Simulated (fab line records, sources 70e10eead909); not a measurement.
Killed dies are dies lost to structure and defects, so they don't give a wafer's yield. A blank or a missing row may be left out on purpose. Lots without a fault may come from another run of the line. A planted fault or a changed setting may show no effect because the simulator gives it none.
Which tool did it? | flow nand_harc | 24 lots, 72 wafers sampled, at 6 steps of a route of 1159

WHAT THE GAUGES READ, wafer by wafer
The record holds no reading of a measuring or inspecting step that can be judged against a usual standard deviation.

WHICH TOOL RAN EACH LOT (tool, then ch and the chambers of the sampled wafers, then the start)
lot  | NHARC_A_STAIRCASE_ETCH_292         | NHARC_A_STAIRCASE_ETCH_315                    | NHARC_A_STAIRCASE_CMP_152     | NHARC_A_STAIRCASE_ETCHBACK_157     | NHARC_A_SGD_CUT_DEP_00          | NHARC_A_SGD_CUT_ETCH_15
L074 | rie_diel-10 ch 0,3, day 11 11:53   | rie_diel-10 ch 0,1, day 13 18:37 or earlier   | cmp-02 ch 1,2,3, day 13 18:37 | rie_diel-10 ch 1,2, day 13 19:26   | pecvd-04 ch 0,2, day 13 20:25   | rie_diel-05 ch 0,1,3, no start
L075 | rie_diel-13 ch 2,3, day 11 20:29   | rie_diel-09 ch 0,1, day 13 22:55 or earlier   | cmp-03 ch 1,2,3, day 13 22:55 | rie_diel-13 ch 0,1,3, day 13 23:47 | pecvd-03 ch 1,2, day 14 00:41   | rie_diel-08 ch 1,2, no start
L076 | rie_diel-09 ch 0,1,2, day 12 03:29 | rie_diel-09 ch 1,3, day 14 05:44 or earlier   | cmp-02 ch 0,1,3, day 14 05:44 | rie_diel-09 ch 1,2,3, day 14 06:35 | pecvd-03 ch 0,1, day 14 07:35   | rie_diel-08 ch 1,2, no start
L077 | rie_diel-10 ch 0,2,3, day 12 03:53 | rie_diel-09 ch 0,1,3, day 14 05:16 or earlier | cmp-03 ch 0,1, day 14 05:16   | rie_diel-09 ch 0,2, day 14 06:05   | pecvd-04 ch 0,1, day 14 07:07   | rie_diel-02 ch 1,2, no start
L078 | rie_diel-09 ch 1,2,3, day 12 05:13 | rie_diel-13 ch 1,2, day 14 05:09 or earlier   | cmp-01 ch 0,3, day 14 05:09   | rie_diel-09 ch 1,2, day 14 05:58   | pecvd-03 ch 0,1,2, day 14 07:03 | rie_diel-05 ch 1,2,3, no start
L079 | rie_diel-09 ch 1,2,3, day 13 05:09 | rie_diel-10 ch 0,1,2, day 15 08:01 or earlier | cmp-01 ch 0,2,3, day 15 08:01 | rie_diel-09 ch 0,1,3, day 15 09:08 | pecvd-03 ch 0,1,2, day 15 10:11 | rie_diel-02 ch 0,1,2, no start
L080 | rie_diel-13 ch 0,2,3, day 13 10:28 | rie_diel-13 ch 1,3, day 15 19:11 or earlier   | cmp-02 ch 0,1, day 15 19:11   | rie_diel-09 ch 0,2,3, day 15 20:07 | pecvd-04 ch 0,1,2, day 15 21:06 | rie_diel-02 ch 0,2, no start
L081 | rie_diel-13 ch 1,2,3, day 13 16:19 | rie_diel-09 ch 0,1, day 15 19:28 or earlier   | cmp-01 ch 0,1, day 15 19:28   | rie_diel-09 ch 1,3, day 15 20:30   | pecvd-02 ch 0,2, day 15 21:31   | rie_diel-08 ch 0,1,3, no start
L082 | rie_diel-09 ch 1,3, day 13 17:09   | rie_diel-10 ch 0,3, day 16 03:27 or earlier   | cmp-01 ch 0,1,3, day 16 03:27 | rie_diel-13 ch 0,1,2, day 16 04:22 | pecvd-02 ch 0,2, day 16 05:22   | rie_diel-02 ch 0,3, no start
L083 | rie_diel-09 ch 0,1,2, day 13 19:04 | rie_diel-13 ch 0,2, day 16 01:12 or earlier   | cmp-01 ch 1,2,3, day 16 01:12 | rie_diel-13 ch 2,3, day 16 02:01   | pecvd-03 ch 0,2, day 16 03:01   | rie_diel-08 ch 0,2, no start
L084 | rie_diel-10 ch 0,1,3, day 13 23:50 | rie_diel-09 ch 1,2,3, day 16 01:00 or earlier | cmp-01 ch 1,3, day 16 01:00   | rie_diel-13 ch 0,1,2, day 16 01:50 | pecvd-02 ch 0,1,2, day 16 02:56 | rie_diel-05 ch 1,2,3, no start
L087 | rie_diel-09 ch 0,2,3, day 14 14:58 | rie_diel-09 ch 1,2, day 16 19:08 or earlier   | cmp-03 ch 0,2,3, day 16 19:08 | rie_diel-09 ch 2,3, day 16 20:02   | pecvd-02 ch 1,2, day 16 20:59   | rie_diel-08 ch 0,1,2, no start
L086 | rie_diel-13 ch 0,1,3, day 14 19:32 | rie_diel-10 ch 0,2,3, day 16 19:16 or earlier | cmp-02 ch 1,2, day 16 19:16   | rie_diel-13 ch 0,3, day 16 20:11   | pecvd-02 ch 0,1,2, day 16 21:13 | rie_diel-05 ch 1,2,3, no start
L085 | rie_diel-09 ch 0,1, day 14 21:16   | rie_diel-10 ch 2,3, day 17 03:48 or earlier   | cmp-01 ch 2,3, day 17 03:48   | rie_diel-09 ch 1,2, day 17 04:40   | pecvd-04 ch 0,1,2, day 17 06:35 | rie_diel-08 ch 0,1,2, no start
L089 | rie_diel-09 ch 0,2, day 15 01:09   | rie_diel-09 ch 0,1,2, day 17 04:05 or earlier | cmp-02 ch 2,3, day 17 04:05   | rie_diel-13 ch 0,1, day 17 04:55   | pecvd-02 ch 1,2, day 17 06:43   | rie_diel-02 ch 2,3, no start
L088 | rie_diel-09 ch 1,2,3, day 15 03:38 | rie_diel-13 ch 0,2, day 17 04:22 or earlier   | cmp-03 ch 0,1,3, day 17 04:22 | rie_diel-13 ch 0,1,2, day 17 05:12 | pecvd-04 ch 1,2, day 17 06:52   | rie_diel-02 ch 0,3, no start
L090 | rie_diel-09 ch 0,1, day 15 09:05   | rie_diel-10 ch 0,1, day 17 15:45 or earlier   | cmp-01 ch 0,1,2, day 17 15:45 | rie_diel-13 ch 1,3, day 17 16:34   | pecvd-04 ch 1,2, day 17 17:35   | rie_diel-08 ch 1,2, no start
L092 | rie_diel-09 ch 0,1,2, day 16 00:21 | rie_diel-13 ch 0,2,3, day 18 09:18 or earlier | cmp-02 ch 0,2,3, day 18 09:18 | rie_diel-10 ch 0,1,3, day 18 10:07 | pecvd-03 ch 0,1, day 18 11:07   | rie_diel-08 ch 1,3, no start
L094 | rie_diel-09 ch 1,2,3, day 16 02:12 | rie_diel-10 ch 0,2,3, day 18 09:07 or earlier | cmp-01 ch 0,1,3, day 18 09:07 | rie_diel-09 ch 1,3, day 18 09:56   | pecvd-03 ch 0,1,2, day 18 10:56 | rie_diel-02 ch 0,1,3, no start
L093 | rie_diel-09 ch 0,1,3, day 16 05:53 | rie_diel-13 ch 0,2,3, day 18 08:41 or earlier | cmp-03 ch 0,1,2, day 18 08:41 | rie_diel-09 ch 2,3, day 18 09:33   | pecvd-03 ch 1,2, day 18 10:34   | rie_diel-05 ch 1,2,3, no start
L091 | rie_diel-09 ch 0,3, day 16 07:43   | rie_diel-09 ch 0,2,3, day 18 15:20 or earlier | cmp-01 ch 0,3, day 18 15:20   | rie_diel-10 ch 0,1,3, day 18 16:12 | pecvd-02 ch 0,1,2, day 18 17:10 | rie_diel-02 ch 0,1,3, no start
L096 | rie_diel-10 ch 1,3, day 16 17:40   | rie_diel-10 ch 0,2,3, day 19 05:41 or earlier | cmp-02 ch 0,2,3, day 19 05:41 | rie_diel-13 ch 0,2, day 19 06:32   | pecvd-03 ch 0,1, day 19 07:34   | rie_diel-02 ch 2,3, no start
L095 | rie_diel-13 ch 0,1,2, day 16 19:50 | rie_diel-10 ch 0,2,3, day 19 05:38 or earlier | cmp-01 ch 1,2,3, day 19 05:38 | rie_diel-10 ch 1,2,3, day 19 06:27 | pecvd-02 ch 0,1,2, day 19 07:26 | rie_diel-05 ch 0,1,3, no start
L097 | rie_diel-13 ch 1,2, day 17 12:49   | rie_diel-13 ch 0,2, day 19 18:48 or earlier   | cmp-03 ch 0,1,3, day 19 18:48 | rie_diel-09 ch 0,1, day 19 19:38   | pecvd-04 ch 0,1,2, day 19 20:43 | rie_diel-08 ch 1,2, no start
- NHARC_A_STAIRCASE_ETCH_292: etches the open film in CF4/CHF3.
- NHARC_A_STAIRCASE_ETCH_315: etches the open film in C4F8/O2/Ar, target depth 2500 nm, time 607.1 s.
- NHARC_A_STAIRCASE_CMP_152: polishes.
- NHARC_A_STAIRCASE_ETCHBACK_157: etches the open film in CH3F/O2, target depth 90 nm, time 167.14 s.
- NHARC_A_SGD_CUT_DEP_00: deposits SiNx, target thk 50 nm.
- NHARC_A_SGD_CUT_ETCH_15: etches the open film in CH3F/O2, target depth 75 nm, time 64.3 s.

WHAT THE TOOLS THEMSELVES READ (means of the sampled wafers that have a number; where no wafer has one, the mark that the record gives instead)
NHARC_A_STAIRCASE_ETCH_292. Usual: drypump_motor_current_A 6.1 A, standard deviation 0.43; oes_product_au 0.947 a.u., standard deviation 0.023; rf_vpp_V 369.1 V, standard deviation 1.7; showerhead_plenum_p_Torr 1.53 Torr, standard deviation 0.043; throttle_valve_pct 16.801 %, standard deviation 0.0091.
lot  | tool        | drypump_motor_current_A (A) | oes_product_au (a.u.) | rf_vpp_V (V) | showerhead_plenum_p_Torr (Torr) | throttle_valve_pct (%) | flag
L074 | rie_diel-10 | 5.8                         | 0.926                 | 370.3        | 1.55                            | 16.803                 |
L075 | rie_diel-13 | 6.1                         | 0.927                 | 368.8        | 1.53                            | 16.797                 |
L076 | rie_diel-09 | 6.1                         | 0.967                 | 368.9        | 1.54                            | 16.794                 |
L077 | rie_diel-10 | 5.5                         | 0.930                 | 369.8        | 1.53                            | 16.803                 |
L078 | rie_diel-09 | 6.4                         | 0.974                 | 368.2        | 1.50                            | 16.796                 |
L079 | rie_diel-09 | 6.4                         | 0.926                 | 368.5        | 1.50                            | 16.807                 |
L080 | rie_diel-13 | 5.9                         | 0.976                 | 369.8        | 1.54                            | 16.802                 |
L081 | rie_diel-13 | 6.2                         | 0.944                 | 369.1        | 1.53                            | 16.792                 |
L082 | rie_diel-09 | 6.3                         | 0.970                 | 368.7        | 1.50                            | 16.806                 |
L083 | rie_diel-09 | 6.1                         | 0.958                 | 369.1        | 1.53                            | 16.792                 |
L084 | rie_diel-10 | 5.6                         | 0.970                 | 370.5        | 1.57                            | 16.794                 |
L087 | rie_diel-09 | 6.2                         | 0.969                 | 368.9        | 1.52                            | 16.799                 |
L086 | rie_diel-13 | 6.2                         | 0.978                 | 369.8        | 1.55                            | 16.801                 |
L085 | rie_diel-09 | 6.0                         | 0.965                 | 369.8        | 1.53                            | 16.793                 |
L089 | rie_diel-09 | 6.2                         | 0.925                 | 369.4        | 1.52                            | 16.800                 |
L088 | rie_diel-09 | 6.4                         | 0.925                 | 368.0        | 1.49                            | 16.800                 |
L090 | rie_diel-09 | 6.0                         | 0.920                 | 369.3        | 1.53                            | 16.799                 |
L092 | rie_diel-09 | 6.1                         | 0.927                 | 368.6        | 1.53                            | 16.800                 |
L094 | rie_diel-09 | 6.4                         | 0.922                 | 368.3        | 1.49                            | 16.790                 |
L093 | rie_diel-09 | 6.1                         | 0.963                 | 368.5        | 1.52                            | 16.812                 |
L091 | rie_diel-09 | 6.2                         | 0.964                 | 368.3        | 1.51                            | 16.798                 |
L096 | rie_diel-10 | 5.5                         | 0.938                 | 372.5        | 1.61                            | 16.798                 |
L095 | rie_diel-13 | 6.1                         | 0.949                 | 369.3        | 1.54                            | 16.803                 |
L097 | rie_diel-13 | 6.4                         | 0.952                 | 369.1        | 1.52                            | 16.792                 |

NHARC_A_STAIRCASE_ETCH_315. Usual: oes_product_au 0.933 a.u., standard deviation 0.011; rf_vpp_V 1821 V, standard deviation 7.5.
lot  | tool        | oes_product_au (a.u.) | rf_vpp_V (V) | flag
L074 | rie_diel-10 | 0.931                 | 1825         |
L075 | rie_diel-09 | 0.944                 | 1821         |
L076 | rie_diel-09 | 0.935                 | 1815         |
L077 | rie_diel-09 | 0.942                 | 1819         |
L078 | rie_diel-13 | 0.948                 | 1821         |
L079 | rie_diel-10 | 0.940                 | 1824         |
L080 | rie_diel-13 | 0.936                 | 1823         |
L081 | rie_diel-09 | 0.920                 | 1820         |
L082 | rie_diel-10 | 0.933                 | 1821         |
L083 | rie_diel-13 | 0.925                 | 1819         |
L084 | rie_diel-09 | 0.931                 | 1814         |
L087 | rie_diel-09 | 0.922                 | 1814         |
L086 | rie_diel-10 | 0.936                 | 1819         |
L085 | rie_diel-10 | 0.929                 | 1820         |
L089 | rie_diel-09 | 0.936                 | 1820         |
L088 | rie_diel-13 | 0.931                 | 1817         |
L090 | rie_diel-10 | 0.948                 | 1831         |
L092 | rie_diel-13 | 0.932                 | 1819         |
L094 | rie_diel-10 | 0.939                 | 1818         |
L093 | rie_diel-13 | 0.936                 | 1821         |
L091 | rie_diel-09 | 0.921                 | 1817         |
L096 | rie_diel-10 | 0.917                 | 1818         |
L095 | rie_diel-10 | 0.918                 | 1819         |
L097 | rie_diel-13 | 0.930                 | 1821         |

NHARC_A_STAIRCASE_CMP_152. Usual: motor_current_A 12.1 A, standard deviation 1.3; slurry_flow_ml_min 150.0, standard deviation 0.47.
lot  | tool   | motor_current_A (A) | slurry_flow_ml_min | flag
L074 | cmp-02 | 13.5                | 150.3              |
L075 | cmp-03 | 11.4                | 150.1              |
L076 | cmp-02 | 11.6                | 149.9              |
L077 | cmp-03 | 12.8                | 150.1              |
L078 | cmp-01 | 12.0                | 149.7              |
L079 | cmp-01 | 11.9                | 150.1              |
L080 | cmp-02 | 11.4                | 150.4              |
L081 | cmp-01 | 12.2                | 150.0              |
L082 | cmp-01 | 12.1                | 149.8              |
L083 | cmp-01 | 12.0                | 150.1              |
L084 | cmp-01 | 12.5                | 149.5              |
L087 | cmp-03 | 12.3                | 149.8              |
L086 | cmp-02 | 13.8                | 149.7              |
L085 | cmp-01 | 11.3                | 149.9              |
L089 | cmp-02 | 12.2                | 150.2              |
L088 | cmp-03 | 11.9                | 150.1              |
L090 | cmp-01 | 11.8                | 150.2              |
L092 | cmp-02 | 11.8                | 150.1              |
L094 | cmp-01 | 12.2                | 150.4              |
L093 | cmp-03 | 13.0                | 149.6              |
L091 | cmp-01 | 12.4                | 150.2              |
L096 | cmp-02 | 12.1                | 150.2              |
L095 | cmp-01 | 11.5                | 150.4              |
L097 | cmp-03 | 11.9                | 149.9              |

NHARC_A_STAIRCASE_ETCHBACK_157. Usual: drypump_motor_current_A 6.1 A, standard deviation 0.45; oes_product_au 0.96 a.u., standard deviation 0.032; rf_vpp_V 243.2 V, standard deviation 1.2; showerhead_plenum_p_Torr 2.38 Torr, standard deviation 0.067; throttle_valve_pct 20.663 %, standard deviation 0.0085.
lot  | tool        | drypump_motor_current_A (A) | oes_product_au (a.u.) | rf_vpp_V (V) | showerhead_plenum_p_Torr (Torr) | throttle_valve_pct (%) | flag
L074 | rie_diel-10 | 5.1                         | 0.94                  | 243.7        | 2.44                            | 20.660                 |
L075 | rie_diel-13 | 6.2                         | 1.00                  | 243.9        | 2.43                            | 20.661                 |
L076 | rie_diel-09 | 6.4                         | 0.93                  | 243.1        | 2.34                            | 20.663                 |
L077 | rie_diel-09 | 5.9                         | 0.98                  | 243.6        | 2.42                            | 20.663                 |
L078 | rie_diel-09 | 6.3                         | 0.95                  | 242.3        | 2.35                            | 20.662                 |
L079 | rie_diel-09 | 6.1                         | 0.93                  | 243.2        | 2.38                            | 20.655                 |
L080 | rie_diel-09 | 6.3                         | 0.99                  | 243.2        | 2.37                            | 20.662                 |
L081 | rie_diel-09 | 6.5                         | 0.99                  | 241.9        | 2.32                            | 20.665                 |
L082 | rie_diel-13 | 6.1                         | 1.00                  | 243.2        | 2.40                            | 20.668                 |
L083 | rie_diel-13 | 6.1                         | 0.98                  | 243.1        | 2.38                            | 20.669                 |
L084 | rie_diel-13 | 6.1                         | 0.93                  | 243.6        | 2.40                            | 20.663                 |
L087 | rie_diel-09 | 6.6                         | 0.98                  | 242.6        | 2.31                            | 20.665                 |
L086 | rie_diel-13 | 6.0                         | 0.92                  | 243.7        | 2.42                            | 20.654                 |
L085 | rie_diel-09 | 6.3                         | 0.93                  | 242.8        | 2.34                            | 20.666                 |
L089 | rie_diel-13 | 6.0                         | 0.93                  | 243.9        | 2.43                            | 20.674                 |
L088 | rie_diel-13 | 6.1                         | 0.98                  | 243.2        | 2.39                            | 20.664                 |
L090 | rie_diel-13 | 6.5                         | 0.93                  | 243.7        | 2.41                            | 20.668                 |
L092 | rie_diel-10 | 5.6                         | 0.93                  | 244.0        | 2.44                            | 20.660                 |
L094 | rie_diel-09 | 6.3                         | 0.93                  | 241.7        | 2.33                            | 20.657                 |
L093 | rie_diel-09 | 6.6                         | 0.95                  | 241.9        | 2.30                            | 20.659                 |
L091 | rie_diel-10 | 5.7                         | 0.99                  | 243.3        | 2.44                            | 20.663                 |
L096 | rie_diel-13 | 5.8                         | 0.92                  | 243.1        | 2.36                            | 20.662                 |
L095 | rie_diel-10 | 5.4                         | 0.97                  | 244.1        | 2.44                            | 20.665                 |
L097 | rie_diel-09 | 5.8                         | 0.99                  | 243.4        | 2.42                            | 20.675                 |

NHARC_A_SGD_CUT_DEP_00. Usual: heater_power_w 749 W, standard deviation 93.
lot  | tool     | heater_power_w (W) | flag
L074 | pecvd-04 | 661                |
L075 | pecvd-03 | 748                |
L076 | pecvd-03 | 868                |
L077 | pecvd-04 | 669                |
L078 | pecvd-03 | 768                |
L079 | pecvd-03 | 800                |
L080 | pecvd-04 | 641                |
L081 | pecvd-02 | 773                |
L082 | pecvd-02 | 775                |
L083 | pecvd-03 | 778                |
L084 | pecvd-02 | 785                |
L087 | pecvd-02 | 851                |
L086 | pecvd-02 | 790                |
L085 | pecvd-04 | 651                |
L089 | pecvd-02 | 810                |
L088 | pecvd-04 | 661                |
L090 | pecvd-04 | 589                |
L092 | pecvd-03 | 843                |
L094 | pecvd-03 | 757                |
L093 | pecvd-03 | 815                |
L091 | pecvd-02 | 794                |
L096 | pecvd-03 | 847                |
L095 | pecvd-02 | 781                |
L097 | pecvd-04 | 670                |

NHARC_A_SGD_CUT_ETCH_15. Usual: drypump_motor_current_A 5.8 A, standard deviation 0.4; oes_product_au 0.961 a.u., standard deviation 0.014; rf_vpp_V 264.9 V, standard deviation 1.4; showerhead_plenum_p_Torr 2.54 Torr, standard deviation 0.073; throttle_valve_pct 20.663 %, standard deviation 0.01.
lot  | tool        | drypump_motor_current_A (A) | oes_product_au (a.u.) | rf_vpp_V (V) | showerhead_plenum_p_Torr (Torr) | throttle_valve_pct (%) | flag
L074 | rie_diel-05 | 6.1                         | 0.965                 | 266.0        | 2.57                            | 20.662                 |
L075 | rie_diel-08 | 5.9                         | 0.958                 | 265.0        | 2.53                            | 20.659                 |
L076 | rie_diel-08 | 6.0                         | 0.982                 | 265.5        | 2.53                            | 20.665                 |
L077 | rie_diel-02 | 5.8                         | 0.977                 | 264.4        | 2.55                            | 20.661                 |
L078 | rie_diel-05 | 5.7                         | 0.932                 | 265.1        | 2.54                            | 20.652                 |
L079 | rie_diel-02 | 5.7                         | 0.974                 | 263.6        | 2.47                            | 20.663                 |
L080 | rie_diel-02 | 5.6                         | 0.972                 | 264.8        | 2.55                            | 20.671                 |
L081 | rie_diel-08 | 5.9                         | 0.963                 | 264.4        | 2.55                            | 20.658                 |
L082 | rie_diel-02 | 5.6                         | 0.965                 | 265.1        | 2.49                            | 20.671                 |
L083 | rie_diel-08 | 5.3                         | 0.940                 | 264.9        | 2.53                            | 20.662                 |
L084 | rie_diel-05 | 5.8                         | 0.977                 | 265.2        | 2.53                            | 20.661                 |
L087 | rie_diel-08 | 5.6                         | 0.947                 | 265.0        | 2.53                            | 20.667                 |
L086 | rie_diel-05 | 5.7                         | 0.963                 | 264.9        | 2.53                            | 20.658                 |
L085 | rie_diel-08 | 5.6                         | 0.963                 | 265.0        | 2.53                            | 20.657                 |
L089 | rie_diel-02 | 5.8                         | 0.956                 | 266.5        | 2.63                            | 20.652                 |
L088 | rie_diel-02 | 5.6                         | 0.940                 | 263.7        | 2.49                            | 20.664                 |
L090 | rie_diel-08 | 5.6                         | 0.960                 | 264.6        | 2.53                            | 20.660                 |
L092 | rie_diel-08 | 6.2                         | 0.967                 | 265.0        | 2.55                            | 20.668                 |
L094 | rie_diel-02 | 5.7                         | 0.967                 | 263.6        | 2.48                            | 20.652                 |
L093 | rie_diel-05 | 5.8                         | 0.969                 | 265.0        | 2.53                            | 20.675                 |
L091 | rie_diel-02 | 5.7                         | 0.971                 | 264.4        | 2.48                            | 20.661                 |
L096 | rie_diel-02 | 5.8                         | 0.967                 | 266.3        | 2.62                            | 20.660                 |
L095 | rie_diel-05 | 6.1                         | 0.969                 | 264.4        | 2.56                            | 20.668                 |
L097 | rie_diel-08 | 6.0                         | 0.968                 | 263.9        | 2.53                            | 20.666                 |

THE ANSWER, worked out from the rows above alone
Rule: a lot is off if the mean of its wafers that have a number lies more than 3 standard deviations from the usual mean. A lot without any number at a reading at which 4 lots or more have one is off too. The other lots that the step has rows for count as sound. The gauges are gone through in route order, then the tools' own readings, and for those a lot's mean is taken as printed above. The first step at which some lot is off is used, and at that step the reading that is off furthest; a lot without a number counts as furthest.
No lot is off at any reading shown: from this, nothing can be told.

WHAT THE SIMULATOR HAD PUT IN
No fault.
